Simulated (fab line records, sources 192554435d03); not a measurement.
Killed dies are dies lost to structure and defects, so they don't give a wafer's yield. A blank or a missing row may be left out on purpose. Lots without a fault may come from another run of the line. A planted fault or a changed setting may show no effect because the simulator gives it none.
fab line records | flow n5_finfet
record lots=5 wafers=15 last_day=18
route steps=1938 shown WELL_APT@21 PMOS_HMC_CHANNEL_EPI@57 BEOL_M4@1111 PASSIVATION@1936
lots that met no fault: from a run of the same line without faults
start_h: hours from the record's first day to the start of the lot's first wafer shown | wait_h: hours since the lot's step before | " the same as in the row above | L1.1+2: a row that stands for several wafers | - no value, or no start given | * or withheld: withheld | < > ~ a bound
route shown NAME@n: a module of which the file shows steps, and the number in the route of the first | usual: mean/standard deviation of fault-free wafers | same: alike in all rows | chamber/n: place in a boat | sites: the reading at each site | _std_site: their standard deviation | _edge_site: outer sites' mean less inner sites' | radius_mm: how far each site lies from the wafer's centre | mask NAME#n: copy n | behind: the tool/chamber that last shaped the wafer | hold: why the lot was held/for how many hours/how that ended | device: the transistor (n, p or np) that didn't switch | end of line: the same wafers' tests at the end of the route | a step without rows: its recipe alone | killed: dies lost to structure and defects at the first sort, not the wafer's yield | map: a wafer's dies, x killed, . not, _ none there
set.NAME: the setting as run; set.NAME@STEP: as run at that earlier step | model.NAME: the simulator's own value behind a step, which no gauge read
lots at some steps of the route; a table a step, a row a wafer
services: from which hour (start_h, from the record's first day; less than 0 if before it) a tool's chamber was out of use, for how many hours, and why
## steps
# step N5_WELL_APT_COAT_02
# recipe spin_rpm=1357 resist_thk_nm=950
# step N5_WELL_APT_EBR_04
# recipe solvent=PGMEA ebr_width_mm=1.5
# step N5_WELL_APT_SOFTBAKE_03
# recipe temp_c=130 time_s=60
# step N5_WELL_APT_EXPOSE_05
# recipe mask_id=NWELL na=0.8 source_shape=conventional sigma_outer=0.8 polarization=unpolarized defocus_nm=0 target_cd_nm=200 dose_mj=20.3
# step N5_WELL_APT_PEB_06
# recipe peb_temp_c=130 peb_time_s=90
# step N5_WELL_APT_DEVELOP_07
# recipe develop_time_s=45 rinse_liquid=surfactant_rinse dry=air_spin dev_temp_c=21
# step N5_WELL_APT_HARDBAKE_12
# recipe temp_c=130 time_s=120
# step N5_WELL_APT_DESCUM_13
# recipe chemistry=O2 time_s=7.9 source_power_w=50 bias_power_w=20 pressure_mtorr=20 rf_frequency_hz=2.712e+07 temp_c=40 o2_flow_sccm=225
# step N5_WELL_APT_IMPLANT_14
# recipe species=P energy_kev=160 dose_cm2=1.5e+13 tilt_deg=0 rotation_deg=0
# step N5_WELL_APT_IMPLANT_15
# recipe species=As energy_kev=25 dose_cm2=1.5e+13 tilt_deg=0 rotation_deg=0
# usual dose_ions_cm2=1.4998e+13/1.5e+10 faraday_current_uA=191/4.1
# columns lot.wafer tool chamber start_h wait_h dose_ions_cm2 faraday_current_uA
L764.1 implanter-01 0 38.09 0.1 1.5021e+13 196
L764.2 " 0 " " 1.5031e+13 192
L764.4 " 0 " " 1.5013e+13 186
L770.2 implanter-01 0 74.10 0.1 4.737e+12 63
L770.3 " 0 " " 4.722e+12 62
L770.4 " 0 " " 4.741e+12 58
L771.1 implanter-01 0 80.36 0.1 4.753e+12 60
L771.4 " 0 " " 4.756e+12 62
L771.6 " 0 " " 4.762e+12 59
L773.1 implanter-01 0 92.05 0.1 4.739e+12 62
L773.4 " 0 " " 4.737e+12 59
L773.6 " 0 " " 4.751e+12 62
L783.2 implanter-02 0 152.15 0.1 1.4982e+13 191
L783.3 " 0 " " 1.4997e+13 189
L783.4 " 0 " " 1.5007e+13 187
# step N5_WELL_APT_STRIP_16
# recipe chemistry=SPM time_s=900 temp_c=130 h2so4_h2o2_vol_ratio=4 dry=ipa_marangoni
# step N5_WELL_APT_HMDS_18
# recipe time_s=60 temp_c=120
# step N5_WELL_APT_COAT_19
# recipe spin_rpm=1357 resist_thk_nm=950
# step N5_WELL_APT_EBR_21
# recipe solvent=PGMEA ebr_width_mm=1.5
# step N5_WELL_APT_SOFTBAKE_20
# recipe temp_c=130 time_s=60
# step N5_WELL_APT_EXPOSE_22
# recipe mask_id=PWELL na=0.8 source_shape=conventional sigma_outer=0.8 polarization=unpolarized defocus_nm=0 target_cd_nm=200 dose_mj=23.2
# step N5_WELL_APT_PEB_23
# recipe peb_temp_c=130 peb_time_s=90
# step N5_WELL_APT_DEVELOP_24
# recipe develop_time_s=45 rinse_liquid=surfactant_rinse dry=air_spin dev_temp_c=21
# step N5_WELL_APT_HARDBAKE_29
# recipe temp_c=130 time_s=120
# step N5_WELL_APT_DESCUM_30
# recipe chemistry=O2 time_s=7.9 source_power_w=50 bias_power_w=20 pressure_mtorr=20 rf_frequency_hz=2.712e+07 temp_c=40 o2_flow_sccm=225
# step N5_WELL_APT_IMPLANT_31
# recipe species=B energy_kev=60 dose_cm2=1.5e+13 tilt_deg=0 rotation_deg=0
# step N5_WELL_APT_IMPLANT_32
# recipe species=BF2 energy_kev=50 dose_cm2=2e+13 tilt_deg=0 rotation_deg=0
# step N5_WELL_APT_STRIP_33
# recipe chemistry=SPM time_s=900 temp_c=130 h2so4_h2o2_vol_ratio=4 dry=ipa_marangoni
# step N5_WELL_APT_RTA_34
# recipe temp_c=1000 time_s=10 ambient=N2 idle_temp_c=600 ramp_up_c_per_s=150 ramp_down_c_per_s=60 cool_to_c=600
# step N5_WELL_APT_OXIDE_STRIP_42
# recipe chemistry=dHF dilution=25:1 time_s=45 temp_c=25 target=SiO2 target_depth_a=120
# step N5_WELL_APT_PRECLEAN_36
# recipe chemistry=O3/DIW time_s=45 temp_c=22 o3_ppm=10
# step N5_WELL_APT_PRECLEAN_39
# recipe chemistry=dHF time_s=60 dilution=150:1 temp_c=25
# step N5_WELL_APT_SRD_37
# recipe dry=ipa_marangoni do_ppb=5 time_s=30 temp_c=23 rinse_liquid=diw
# step N5_WELL_APT_EPI_41
# recipe material=Si target_thk_a=500 temp_c=650 precursor=SiH4/H2 pressure_torr=20 time_s=297.7
# step N5_PMOS_HMC_CHANNEL_EPI_HM_DEP_34
# recipe material=SiO2 target_thk_a=360 temp_c=400 precursor=TEOS/O2 pressure_torr=6.5 rf_w=900 teos_flow_sccm=161.4 gas=O2 flow_sccm=2650 time_s=6.9
# step N5_PMOS_HMC_CHANNEL_EPI_COAT_31
# recipe resist=BARC temp_c=205 time_s=60 spin_rpm=1500 resist_thk_nm=66
# step N5_PMOS_HMC_CHANNEL_EPI_COAT_03
# recipe resist=CAR-ArF-block spin_rpm=1500 resist_thk_nm=205
# step N5_PMOS_HMC_CHANNEL_EPI_EBR_05
# recipe solvent=PGMEA ebr_width_mm=1.5
# step N5_PMOS_HMC_CHANNEL_EPI_SOFTBAKE_04
# recipe temp_c=110 time_s=60 resist=CAR-ArF-block
# step N5_PMOS_HMC_CHANNEL_EPI_EXPOSE_06
# recipe mask_id=PMOS_HMC_BLK na=1.35 source_shape=conventional sigma_outer=0.8 polarization=unpolarized target_cd_nm=240 dose_mj=41
# step N5_BEOL_M4_RC_MEAS_101
# usual CJ_P=5.78/0.19 DIBL_N=36.2/1.6 DIBL_P=36.1/2 IOFF_N=0.16/0.032 IOFF_P=0.22/0.036 ION_N=672/11 ION_P=463/7.5 SS_N=71.4/0.58 SS_P=73.2/0.67 VT_N=250/3.3 VT_P=-250/3.3
# columns lot.wafer tool chamber start_h wait_h CJ_P DIBL_N[mV/V] DIBL_P[mV/V] IOFF_N[nA/um] IOFF_P[nA/um] ION_N[uA/um] ION_P[uA/um] SS_N[mV/dec] SS_P[mV/dec] VT_N[mV] VT_P[mV]
L764.1 prober-01 0 197.43 0.0 5.76 36.9 34.6 0.15 0.19 671 463 71.6 72.6 247 -249
L764.2 " 0 " " 5.84 37.2 33.6 0.15 0.19 659 451 71.4 72.3 248 -252
L764.4 " 0 " " 5.86 35.8 33.3 0.13 0.19 661 459 70.7 72.9 250 -249
L770.2 prober-02 0 234.53 0.2 3.18 36.8 39.7 0.19 0.29 692 476 72.0 74.5 246 -247
L770.3 " 0 " " 3.16 37.0 40.5 0.20 0.33 688 477 72.2 75.5 244 -246
L770.4 " 0 " " 3.19 33.3 36.9 0.12 0.25 653 461 71.4 73.8 253 -250
L771.1 prober-01 0 237.90 0.0 3.33 36.6 39.2 0.17 0.32 681 475 71.9 74.2 249 -243
L771.4 " 0 " " 3.27 37.8 41.4 0.20 0.40 680 478 71.7 75.0 244 -242
L771.6 " 0 " " 3.38 37.1 39.7 0.19 0.35 683 483 72.1 73.5 246 -240
L773.1 prober-02 0 253.54 0.0 3.07 35.8 38.7 0.16 0.25 677 471 71.4 74.0 250 -246
L773.4 " 0 " " 3.17 36.6 41.6 0.20 0.34 684 476 71.9 75.7 244 -248
L773.6 " 0 " " 3.14 35.6 39.0 0.16 0.27 676 465 71.0 74.3 249 -248
L783.2 prober-02 0 340.00 0.2 5.74 36.9 38.3 0.17 0.23 675 469 71.6 73.0 249 -251
L783.3 " 0 " " 5.96 34.1 34.9 0.12 0.19 668 464 71.0 72.4 254 -252
L783.4 " 0 " " 5.81 34.5 35.5 0.14 0.19 671 463 71.1 72.4 250 -250
# step N5_PASSIVATION_PROBE_49
# usual defect_limited_yield=91.4/1.3 killed_at_M0_to_M3=34/10 killed_at_M4_up=14/5.6 killed_at_contacts=13/5.9 killed_at_front_end=37/9.9 killed_at_other=3.5/2.8 killed_dies=101/15 killed_open=67/12 killed_short=32/6.6 sort_bin_4_leakage=0.00/0.014 sort_bin_5_function=5.0/0.81 sort_bin_6_memory=3.2/0.66 sort_n_pass=1079/15 sort_yield_pct=91.4/1.3
# same gross_dies=1180 killed_at_back_side=0 sort_bin_8_speed[%]=0
# columns lot.wafer tool chamber start_h wait_h defect_limited_yield[%] killed_at_M0_to_M3 killed_at_M4_up killed_at_contacts killed_at_front_end killed_at_other killed_dies killed_open killed_short sort_bin_4_leakage[%] sort_bin_5_function[%] sort_bin_6_memory[%] sort_n_pass sort_yield_pct[%]
L764.1 prober-02 - 308.64 0.0 90.3 51 19 9 33 2 114 85 28 0 5.7 3.7 1066 90.3
L764.2 prober-02 - 308.69 0.1 88.4 60 10 8 54 5 137 90 47 0 6.7 4.8 1043 88.4
L764.4 prober-02 - 308.79 0.2 90.4 36 8 12 53 4 113 73 40 0 5.3 4.0 1067 90.4
L770.2 prober-02 - 337.14 0.1 90.8 44 15 10 33 7 109 70 37 0 5.0 3.9 1071 90.8
L770.3 prober-02 - 337.19 0.1 91.1 47 13 6 32 7 105 81 24 0 5.8 2.6 1075 91.1
L770.4 prober-02 - 337.24 0.2 90.7 42 18 12 36 2 110 78 31 0 5.3 3.9 1070 90.7
L771.1 prober-01 - 342.28 0.0 91.5 33 12 18 35 2 100 62 37 0 5.6 2.5 1080 91.5
L771.4 prober-01 - 342.43 0.2 90.7 22 17 25 45 1 110 75 35 0.17 5.4 3.6 1068 90.5
L771.6 prober-01 - 342.53 0.3 91.7 34 8 19 36 1 98 68 30 0 4.5 3.3 1082 91.7
L773.1 prober-02 - 359.18 0.0 91.9 28 10 15 39 4 96 61 35 0 4.7 3.1 1084 91.9
L773.4 prober-02 - 359.33 0.2 92.4 29 6 16 38 1 90 64 25 0 4.3 3.1 1090 92.4
L773.6 prober-02 - 359.43 0.3 92.5 30 8 16 32 2 88 57 31 0 4.6 2.7 1092 92.5
L783.2 prober-02 - 438.91 0.1 90.8 47 16 9 35 1 108 68 40 0 5.2 3.6 1072 90.8
L783.3 prober-02 - 438.96 0.1 91.1 41 14 11 37 2 105 70 35 0 5.5 2.8 1075 91.1
L783.4 prober-02 - 439.01 0.2 91.0 38 10 5 49 4 106 65 40 0 5.0 3.3 1074 91.0
# killed by level:class
L764.1 BEOL_M0_SAQP:geometric_particle:open=13 BEOL_M2:geometric_particle:open=10 FIN_SAQP:geometric_particle:open=9 STI_FIN_REVEAL:geometric_particle:open=8 MOL_CONTACT_COAG:geometric_particle:open=8 BEOL_M3:geometric_particle:open=8 BEOL_M4:geometric_particle:open=8 BEOL_M0_SAQP:geometric_particle:short=7
L764.2 BEOL_M3:geometric_particle:open=27 FIN_SAQP:geometric_particle:short=14 STI_FIN_REVEAL:geometric_particle:open=13 FIN_SAQP:geometric_particle:open=8 BEOL_M0_SAQP:geometric_particle:open=8 BEOL_M2:geometric_particle:open=7 GATE_CUT:geometric_particle:short=6 STI_FIN_REVEAL:geometric_particle:short=5
L764.4 STI_FIN_REVEAL:geometric_particle:open=20 BEOL_M0_SAQP:geometric_particle:short=10 MOL_CONTACT_COAG:geometric_particle:open=9 STI_FIN_REVEAL:geometric_particle:short=8 BEOL_M2:geometric_particle:open=8 FIN_SAQP:geometric_particle:open=6 BEOL_M0_SAQP:geometric_particle:open=6 BEOL_M3:geometric_particle:open=6
L770.2 BEOL_M2:geometric_particle:open=15 STI_FIN_REVEAL:geometric_particle:open=12 FIN_SAQP:geometric_particle:short=8 MOL_CONTACT_COAG:geometric_particle:open=7 BEOL_M0_SAQP:geometric_particle:short=7 BEOL_M0_SAQP:geometric_particle:open=6 BEOL_M3:geometric_particle:open=6 BEOL_M8:geometric_particle:open=5
L770.3 BEOL_M0_SAQP:geometric_particle:open=14 BEOL_M2:geometric_particle:open=12 FIN_SAQP:geometric_particle:open=11 BEOL_M0_SAQP:geometric_particle:short=9 STI_FIN_REVEAL:geometric_particle:open=6 MOL_CONTACT_COAG:geometric_particle:open=5 BEOL_M1:geometric_particle:open=5 BEOL_M3:geometric_particle:open=5
L770.4 MOL_CONTACT_COAG:geometric_particle:open=12 STI_FIN_REVEAL:geometric_particle:open=11 BEOL_M0_SAQP:geometric_particle:short=10 BEOL_M0_SAQP:geometric_particle:open=9 DUMMY_GATE:geometric_particle:open=8 BEOL_M4:geometric_particle:open=6 BEOL_M2:geometric_particle:open=6 BEOL_M1:geometric_particle:open=5
L771.1 MOL_CONTACT_COAG:geometric_particle:open=15 FIN_SAQP:geometric_particle:short=10 BEOL_M1:geometric_particle:open=10 FIN_SAQP:geometric_particle:open=9 BEOL_M3:geometric_particle:open=7 BEOL_M0_SAQP:geometric_particle:short=4 BEOL_M4:geometric_particle:open=4 DUMMY_GATE:geometric_particle:open=3
L771.4 MOL_CONTACT_COAG:geometric_particle:open=21 FIN_SAQP:geometric_particle:short=19 FIN_SAQP:geometric_particle:open=9 BEOL_M0_SAQP:geometric_particle:open=6 BEOL_M4:geometric_particle:open=5 STI_FIN_REVEAL:geometric_particle:open=4 DUMMY_GATE:geometric_particle:open=4 MOL_CONTACT_COAG:geometric_particle:short=4
L771.6 MOL_CONTACT_COAG:geometric_particle:open=12 BEOL_M3:geometric_particle:open=10 STI_FIN_REVEAL:geometric_particle:open=8 BEOL_M0_SAQP:geometric_particle:open=8 FIN_SAQP:geometric_particle:short=7 MOL_CONTACT_COAG:geometric_particle:short=7 BEOL_M0_SAQP:geometric_particle:short=5 BEOL_M1:geometric_particle:open=5
L773.1 STI_FIN_REVEAL:geometric_particle:open=20 STI_FIN_REVEAL:geometric_particle:short=9 MOL_CONTACT_COAG:geometric_particle:open=8 MOL_CONTACT_COAG:geometric_particle:short=7 BEOL_M2:geometric_particle:open=6 BEOL_M0_SAQP:geometric_particle:open=5 BEOL_M3:geometric_particle:open=5 BEOL_M3:geometric_particle:short=5
L773.4 MOL_CONTACT_COAG:geometric_particle:open=15 FIN_SAQP:geometric_particle:open=11 BEOL_M0_SAQP:geometric_particle:open=9 BEOL_M0_SAQP:geometric_particle:short=8 STI_FIN_REVEAL:geometric_particle:open=7 BEOL_M1:geometric_particle:open=5 BEOL_M2:geometric_particle:open=5 FIN_SAQP:geometric_particle:short=3
L773.6 MOL_CONTACT_COAG:geometric_particle:open=14 STI_FIN_REVEAL:geometric_particle:open=7 BEOL_M0_SAQP:geometric_particle:open=7 BEOL_M3:geometric_particle:open=7 FIN_SAQP:geometric_particle:short=6 BEOL_M0_SAQP:geometric_particle:short=4 BEOL_M2:geometric_particle:open=4 STI_FIN_REVEAL:geometric_particle:short=3
L783.2 BEOL_M0_SAQP:geometric_particle:open=21 BEOL_M0_SAQP:geometric_particle:short=15 FIN_SAQP:geometric_particle:short=8 STI_FIN_REVEAL:geometric_particle:open=7 FIN_SAQP:geometric_particle:open=6 MOL_CONTACT_COAG:geometric_particle:open=6 BEOL_M3:geometric_particle:open=4 BEOL_M2:geometric_particle:open=4
L783.3 BEOL_M0_SAQP:geometric_particle:open=16 BEOL_M0_SAQP:geometric_particle:short=13 MOL_CONTACT_COAG:geometric_particle:open=11 GATE_CUT:geometric_particle:short=8 STI_FIN_REVEAL:geometric_particle:open=7 FIN_SAQP:geometric_particle:open=6 BEOL_M2:geometric_particle:open=6 BEOL_M5:geometric_particle:open=6
L783.4 BEOL_M0_SAQP:geometric_particle:short=14 BEOL_M0_SAQP:geometric_particle:open=9 DUMMY_GATE:geometric_particle:open=8 STI_FIN_REVEAL:geometric_particle:open=7 STARTING-WAFER:geometric_particle:short=6 BEOL_M3:geometric_particle:open=6 FIN_SAQP:geometric_particle:open=5 SPACER0:geometric_particle:open=4
## services
# columns tool chamber start_h hours kind
implanter-02 - 23.71 3.1 pm
implanter-01 - 131.29 2.1 repair
implanter-01 - 142.18 2.9 repair
implanter-01 - 147.28 3.0 pm
## key
first_sign step=N5_WELL_APT_IMPLANT_15 reading=dose_ions_cm2 direction=down sigmas=99+ usual=1.4998e+13 struck=4.744e+12
effect step=N5_WELL_APT_IMPLANT_15 reading=faraday_current_uA direction=down sigmas=32 usual=191 struck=61
effect step=N5_BEOL_M4_RC_MEAS_101 reading=CJ_P direction=down sigmas=14 usual=5.78 struck=3.21
effect step=N5_BEOL_M4_RC_MEAS_101 reading=IOFF_P direction=up sigmas=2.6 usual=0.22 struck=0.31 wafers_moved=5
effect step=N5_BEOL_M4_RC_MEAS_101 reading=SS_P direction=up sigmas=2 usual=73.2 struck=74.5 wafers_moved=3
effect step=N5_BEOL_M4_RC_MEAS_101 reading=DIBL_P direction=up sigmas=1.7 usual=36.1 struck=39.6
met_at N5_WELL_APT_IMPLANT_15
struck_wafers L770.2,L770.3,L770.4,L771.1,L771.4,L771.6,L773.1,L773.4,L773.6
onset_between 38.09 74.10
fault kind=process_parameter_drift tool=implanter-01 chamber=- onset_h=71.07 steps=N5_WELL_APT_IMPLANT_15 channel=dose_cm2 offset=-1.026e+13 shape=step end_h=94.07 acts_in=these_recipes_only stated=1.5e+13
